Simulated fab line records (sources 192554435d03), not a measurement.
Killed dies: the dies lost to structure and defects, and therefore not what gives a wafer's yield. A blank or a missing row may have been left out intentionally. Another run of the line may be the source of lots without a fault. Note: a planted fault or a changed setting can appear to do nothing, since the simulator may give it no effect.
Matching of chambers | flow n5 finfet | rie si-04 running N5_FIN_SAQP_MANDREL2_REMOVE_60: 4 sister chambers
The step chemistry HBr/Cl2/O2, target a-Si, stops on SiNx, bt time 10 s. 8 wafers are shown with their chamber, then 8 later ones without.

EACH WAFER AND ITS CHAMBER
wafer  | chamber | drypump motor current A (A) | throttle valve pct (%)
L078.2 | 0       | 6.0                         | 36.5
L083.5 | 0       | 5.9                         | 36.5
L084.1 | 3       | 6.3                         | 36.4
L085.5 | 1       | 6.3                         | 36.8
L086.1 | 3       | 6.3                         | 36.3
L086.3 | 2       | 4.9                         | 36.5
L086.4 | 2       | 4.9                         | 36.5
L087.3 | 1       | 6.3                         | 36.8

WAFERS WITHOUT THEIR CHAMBER
wafer  | drypump motor current A (A) | throttle valve pct (%)
L087.4 | 6.3                         | 36.4
L087.6 | 6.3                         | 36.4
L093.2 | 6.3                         | 36.8
L093.4 | 5.9                         | 36.5
L093.6 | 5.9                         | 36.6
L095.1 | 5.9                         | 36.6
L095.5 | 4.9                         | 36.5
L095.6 | 6.3                         | 36.4

WHICH CHAMBER EACH WENT THROUGH
wafer  | from the rows above | in truth
L087.4 | 3                   | 3
L087.6 | 3                   | 3
L093.2 | 1                   | 1
L093.4 | 0                   | 0
L093.6 | 0                   | 0
L095.1 | 0                   | 0
L095.5 | 2                   | 2
L095.6 | 3                   | 3
Placed correctly: 8 of 8. Can't be placed from these rows: 0. Number placed wrongly: 0.
How it was worked out, from the rows above alone: a wafer's distance from a chamber is the root of the sum, over the readings, of the square of ((its reading less the chamber's mean) divided by the reading's scatter). If the next closest chamber is less than 2 further off than the closest, the wafer can't be placed; otherwise it belongs to the closest. The mean given for a chamber averages the wafers shown for that chamber. How the scatter is found: for the shown wafers, subtract from each reading the mean of its chamber, square and add these, divide the total by (wafers less chambers), then take the root.
